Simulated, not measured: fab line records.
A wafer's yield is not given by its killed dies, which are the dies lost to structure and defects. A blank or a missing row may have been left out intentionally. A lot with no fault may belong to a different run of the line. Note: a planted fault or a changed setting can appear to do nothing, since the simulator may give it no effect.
Check of tool commonality	flow n5Finfet	10 lots and 30 wafers in the sample

== WHAT PROMPTED THE OPENING ==
3 of 10 lots carry a flag on the reading TV_OVL at N5_PASSIVATION_OVL_MEAS_60. Fault-free wafers read -2 nm, with a standard deviation of 5.3.
Rule: a lot gets a flag if all its wafers with a number sit over 4 standard deviations from that mean, or if no wafer of it has a number. The other lots count as sound.

lot	measured	on	TV_OVL (nm), wafer by wafer	flag
L543	day 13 00:01	overlay-01	-2 -3 4	
L544	day 13 04:54	overlay-01	-6 -4 -6	
L546	day 13 12:48	overlay-02	-9 -15 -13	
L547	day 14 00:25	overlay-02	527 527 524	FLAGGED
L549	day 14 05:22	overlay-01	527 527 522	FLAGGED
L551	day 14 06:22	overlay-02	529 533 530	FLAGGED
L554	day 15 00:49	overlay-02	0 5 -6	
L558	day 16 02:45	overlay-02	0 -8 4	
L555	day 16 06:26	overlay-01	-2 -2 -1	
L561	day 18 08:05	overlay-01	-3 9 -3	
The numbers of the flagged lots are 527 nm on average: +529 nm against the usual, or +99 or more standard deviations.

== EACH LOT AND THE TOOL IT RAN ON ==
Before the reading, the record contains 3 process steps out of a 1938-step route. Each cell gives the tool, then ch followed by the chambers the sampled wafers passed through, then the start.
lot	flag	N5_BEOL_M14_PRE_CLEAN_42	N5_BEOL_M15_STRIP_63	N5_PASSIVATION_EXPOSE_07
L543		pvdSputter-03, day 12 01:20	rieDiel-02 ch 0,2,3, day 12 23:49 or earlier	krfScanner-01 ch 0, day 12 23:49
L544		pvdSputter-01, day 12 01:56	rieDiel-02 ch 1,2,3, day 13 04:41 or earlier	krfScanner-01 ch 0, day 13 04:41
L546		pvdSputter-02, day 12 17:38	rieDiel-03 ch 2,3, day 13 12:36 or earlier	krfScanner-01 ch 0, day 13 12:36
L547	FLAGGED	pvdSputter-02, day 13 10:29	rieDiel-03 ch 1,2, day 14 00:12 or earlier	krfScanner-01 ch 0, day 14 00:12
L549	FLAGGED	pvdSputter-03, day 13 13:58	rieDiel-03 ch 0,1,3, day 14 05:10 or earlier	krfScanner-01 ch 0, day 14 05:10
L551	FLAGGED	pvdSputter-01, day 13 15:50	rieDiel-03 ch 0,2, day 14 06:10 or earlier	krfScanner-01 ch 0, day 14 06:10
L554		pvdSputter-02, day 14 09:14	rieDiel-03 ch 0,2, day 15 00:37 or earlier	krfScanner-02 ch 0, day 15 00:37
L558		pvdSputter-02, day 15 12:34	rieDiel-03 ch 0,2,3, day 16 02:32 or earlier	krfScanner-02 ch 0, day 16 02:32
L555		pvdSputter-02, day 15 16:01	rieDiel-02 ch 0,2,3, day 16 06:14 or earlier	krfScanner-02 ch 0, day 16 06:14
L561		pvdSputter-02, day 17 15:42	rieDiel-03 ch 0,2,3, day 18 07:53 or earlier	krfScanner-02 ch 0, day 18 07:53
What is done by these steps:
- N5_BEOL_M14_PRE_CLEAN_42: time 30 s.
- N5_BEOL_M15_STRIP_63: strips in O2.
- N5_PASSIVATION_EXPOSE_07: exposes mask TV, defocus 0 nm, target cd 3000 nm.
- N5_PASSIVATION_OVL_MEAS_60

== FLAGGED OVER TOTAL, TOOL BY TOOL (the gauges that took the reading come last) ==
step	tool	lots run	flagged	share of the flagged lots	sound lots run after its first flagged lot
N5_BEOL_M14_PRE_CLEAN_42	pvdSputter-01	2	1	some	0
N5_BEOL_M14_PRE_CLEAN_42	pvdSputter-02	6	1	some	4 (L554,L558,L555,L561)
N5_BEOL_M14_PRE_CLEAN_42	pvdSputter-03	2	1	some	0
N5_BEOL_M15_STRIP_63	rieDiel-02	3	0	none	-
N5_BEOL_M15_STRIP_63	rieDiel-03	7	3	all	3 (L554,L558,L561)
N5_PASSIVATION_EXPOSE_07	krfScanner-01	6	3	all	0
N5_PASSIVATION_EXPOSE_07	krfScanner-02	4	0	none	-
N5_PASSIVATION_OVL_MEAS_60	overlay-01	5	1	some	2 (L555,L561)
N5_PASSIVATION_OVL_MEAS_60	overlay-02	5	2	some	2 (L554,L558)
Because N5_BEOL_M15_STRIP_63 lacks a start for some lots, the hours and order of its lots are taken from N5_PASSIVATION_EXPOSE_07.

== WHAT THE TABLE ALLOWS ==
Table rows that saw every flagged lot: 2, namely rieDiel-03 at N5_BEOL_M15_STRIP_63 and krfScanner-01 at N5_PASSIVATION_EXPOSE_07.
- rieDiel-03 at N5_BEOL_M15_STRIP_63: 3 of its 7 lots flagged. Sound lots followed the first flagged one (L554, L558, L561) on it, something a lasting fault affecting the whole tool could not allow.
- krfScanner-01 at N5_PASSIVATION_EXPOSE_07: 3 of its 6 lots flagged. Last sound lot L546 at day 13 12:36, first flagged lot L547 at day 14 00:12; a fault beginning in between fits.
What remains is a single tool, krfScanner-01 at N5_PASSIVATION_EXPOSE_07.

== WHAT THE SIMULATOR HAD PUT IN ==
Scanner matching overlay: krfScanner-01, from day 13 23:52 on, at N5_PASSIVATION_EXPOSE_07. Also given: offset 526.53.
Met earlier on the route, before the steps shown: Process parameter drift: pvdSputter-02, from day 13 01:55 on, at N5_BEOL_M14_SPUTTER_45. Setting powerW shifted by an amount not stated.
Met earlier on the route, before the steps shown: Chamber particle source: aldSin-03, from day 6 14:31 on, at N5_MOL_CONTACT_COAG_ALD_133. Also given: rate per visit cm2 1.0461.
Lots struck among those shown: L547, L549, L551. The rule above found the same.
